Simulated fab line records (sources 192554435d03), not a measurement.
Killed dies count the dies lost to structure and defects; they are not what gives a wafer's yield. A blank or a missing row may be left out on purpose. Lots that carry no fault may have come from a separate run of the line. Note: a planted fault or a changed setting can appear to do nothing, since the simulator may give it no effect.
Chamber matching || flow n5-finfet || 4 sister chambers for N5_SD_EPI_N_ETCH_34 on rie-diel-06
The step etches SiARC in CF4, target depth 45.5 nm, time 75.8 s. 20 wafers are shown with their chamber, then 10 later ones without.

## EACH WAFER AND ITS CHAMBER
{"wafer": "L074.1", "chamber": 3, "showerhead-plenum-p-Torr (Torr)": 2.09, "throttle-valve-pct (%)": 15.53, "drypump-motor-current-A (A)": 5.6}
{"wafer": "L074.4", "chamber": 0, "showerhead-plenum-p-Torr (Torr)": 2.28, "throttle-valve-pct (%)": 15.28, "drypump-motor-current-A (A)": 5.7}
{"wafer": "L074.6", "chamber": 0, "showerhead-plenum-p-Torr (Torr)": 2.28, "throttle-valve-pct (%)": 15.29, "drypump-motor-current-A (A)": 5.7}
{"wafer": "L076.1", "chamber": 0, "showerhead-plenum-p-Torr (Torr)": 2.28, "throttle-valve-pct (%)": 15.30, "drypump-motor-current-A (A)": 5.7}
{"wafer": "L076.3", "chamber": 3, "showerhead-plenum-p-Torr (Torr)": 2.08, "throttle-valve-pct (%)": 15.56, "drypump-motor-current-A (A)": 5.6}
{"wafer": "L076.5", "chamber": 3, "showerhead-plenum-p-Torr (Torr)": 2.08, "throttle-valve-pct (%)": 15.54, "drypump-motor-current-A (A)": 5.6}
{"wafer": "L078.1", "chamber": 0, "showerhead-plenum-p-Torr (Torr)": 2.28, "throttle-valve-pct (%)": 15.32, "drypump-motor-current-A (A)": 5.7}
{"wafer": "L078.3", "chamber": 2, "showerhead-plenum-p-Torr (Torr)": 2.21, "throttle-valve-pct (%)": 15.93, "drypump-motor-current-A (A)": 5.5}
{"wafer": "L078.5", "chamber": 0, "showerhead-plenum-p-Torr (Torr)": 2.28, "throttle-valve-pct (%)": 15.30, "drypump-motor-current-A (A)": 5.7}
{"wafer": "L082.1", "chamber": 3, "showerhead-plenum-p-Torr (Torr)": 2.08, "throttle-valve-pct (%)": 15.59, "drypump-motor-current-A (A)": 5.6}
{"wafer": "L082.4", "chamber": 0, "showerhead-plenum-p-Torr (Torr)": 2.27, "throttle-valve-pct (%)": 15.33, "drypump-motor-current-A (A)": 5.7}
{"wafer": "L082.6", "chamber": 0, "showerhead-plenum-p-Torr (Torr)": 2.27, "throttle-valve-pct (%)": 15.32, "drypump-motor-current-A (A)": 5.7}
{"wafer": "L083.2", "chamber": 0, "showerhead-plenum-p-Torr (Torr)": 2.27, "throttle-valve-pct (%)": 15.31, "drypump-motor-current-A (A)": 5.7}
{"wafer": "L083.4", "chamber": 2, "showerhead-plenum-p-Torr (Torr)": 2.21, "throttle-valve-pct (%)": 15.95, "drypump-motor-current-A (A)": 5.5}
{"wafer": "L083.6", "chamber": 3, "showerhead-plenum-p-Torr (Torr)": 2.08, "throttle-valve-pct (%)": 15.57, "drypump-motor-current-A (A)": 5.5}
{"wafer": "L084.1", "chamber": 3, "showerhead-plenum-p-Torr (Torr)": 2.08, "throttle-valve-pct (%)": 15.58, "drypump-motor-current-A (A)": 5.6}
{"wafer": "L084.2", "chamber": 0, "showerhead-plenum-p-Torr (Torr)": 2.27, "throttle-valve-pct (%)": 15.34, "drypump-motor-current-A (A)": 5.7}
{"wafer": "L084.3", "chamber": 2, "showerhead-plenum-p-Torr (Torr)": 2.20, "throttle-valve-pct (%)": 15.93, "drypump-motor-current-A (A)": 5.6}
{"wafer": "L088.3", "chamber": 0, "showerhead-plenum-p-Torr (Torr)": 2.27, "throttle-valve-pct (%)": 15.35, "drypump-motor-current-A (A)": 5.7}
{"wafer": "L088.4", "chamber": 1, "showerhead-plenum-p-Torr (Torr)": 2.11, "throttle-valve-pct (%)": 15.29, "drypump-motor-current-A (A)": 6.2}

SIGNATURES, as means of the wafers listed above
{"reading": "showerhead-plenum-p-Torr", "chamber 0": 2.2750, "chamber 1": 2.1100, "chamber 2": 2.2067, "chamber 3": 2.0817, "scatter within a chamber": 0.005}
{"reading": "throttle-valve-pct", "chamber 0": 15.3140, "chamber 1": 15.2900, "chamber 2": 15.9367, "chamber 3": 15.5617, "scatter within a chamber": 0.0215}
{"reading": "drypump-motor-current-A", "chamber 0": 5.700, "chamber 1": 6.200, "chamber 2": 5.533, "chamber 3": 5.583, "scatter within a chamber": 0.0306}
Rule: a wafer's distance from a chamber is the root of the sum, over the readings, of the square of ((its reading less the chamber's mean) divided by the reading's scatter). The wafer belongs to the nearest chamber; if the next one is less than 2 further off, it can't be placed. How the scatter is found: for the shown wafers, subtract from each reading the mean of its chamber, square and add these, divide the total by (wafers less chambers), then take the root.

## WAFERS WITHOUT THEIR CHAMBER
{"wafer": "L088.6", "showerhead-plenum-p-Torr (Torr)": 2.07, "throttle-valve-pct (%)": 15.60, "drypump-motor-current-A (A)": 5.6}
{"wafer": "L092.1", "showerhead-plenum-p-Torr (Torr)": 2.10, "throttle-valve-pct (%)": 15.33, "drypump-motor-current-A (A)": 6.3}
{"wafer": "L092.2", "showerhead-plenum-p-Torr (Torr)": 2.20, "throttle-valve-pct (%)": 15.98, "drypump-motor-current-A (A)": 5.5}
{"wafer": "L092.5", "showerhead-plenum-p-Torr (Torr)": 2.26, "throttle-valve-pct (%)": 15.39, "drypump-motor-current-A (A)": 5.7}
{"wafer": "L094.2", "showerhead-plenum-p-Torr (Torr)": 2.10, "throttle-valve-pct (%)": 15.33, "drypump-motor-current-A (A)": 6.2}
{"wafer": "L094.3", "showerhead-plenum-p-Torr (Torr)": 2.26, "throttle-valve-pct (%)": 15.39, "drypump-motor-current-A (A)": 5.7}
{"wafer": "L094.6", "showerhead-plenum-p-Torr (Torr)": 2.07, "throttle-valve-pct (%)": 15.64, "drypump-motor-current-A (A)": 5.6}
{"wafer": "L097.2", "showerhead-plenum-p-Torr (Torr)": 2.26, "throttle-valve-pct (%)": 15.39, "drypump-motor-current-A (A)": 5.7}
{"wafer": "L097.4", "showerhead-plenum-p-Torr (Torr)": 2.20, "throttle-valve-pct (%)": 16.02, "drypump-motor-current-A (A)": 5.5}
{"wafer": "L097.5", "showerhead-plenum-p-Torr (Torr)": 2.20, "throttle-valve-pct (%)": 16.00, "drypump-motor-current-A (A)": 5.6}

## CHAMBER TAKEN BY EACH
{"wafer": "L088.6", "from the rows above": 3, "in truth": 3}
{"wafer": "L092.1", "from the rows above": 1, "in truth": 1}
{"wafer": "L092.2", "from the rows above": 2, "in truth": 2}
{"wafer": "L092.5", "from the rows above": 0, "in truth": 0}
{"wafer": "L094.2", "from the rows above": 1, "in truth": 1}
{"wafer": "L094.3", "from the rows above": 0, "in truth": 0}
{"wafer": "L094.6", "from the rows above": 3, "in truth": 3}
{"wafer": "L097.2", "from the rows above": 0, "in truth": 0}
{"wafer": "L097.4", "from the rows above": 2, "in truth": 2}
{"wafer": "L097.5", "from the rows above": 2, "in truth": 2}
10 of 10 placed correctly. Number that these rows cannot place: 0. Placed wrongly: 0.
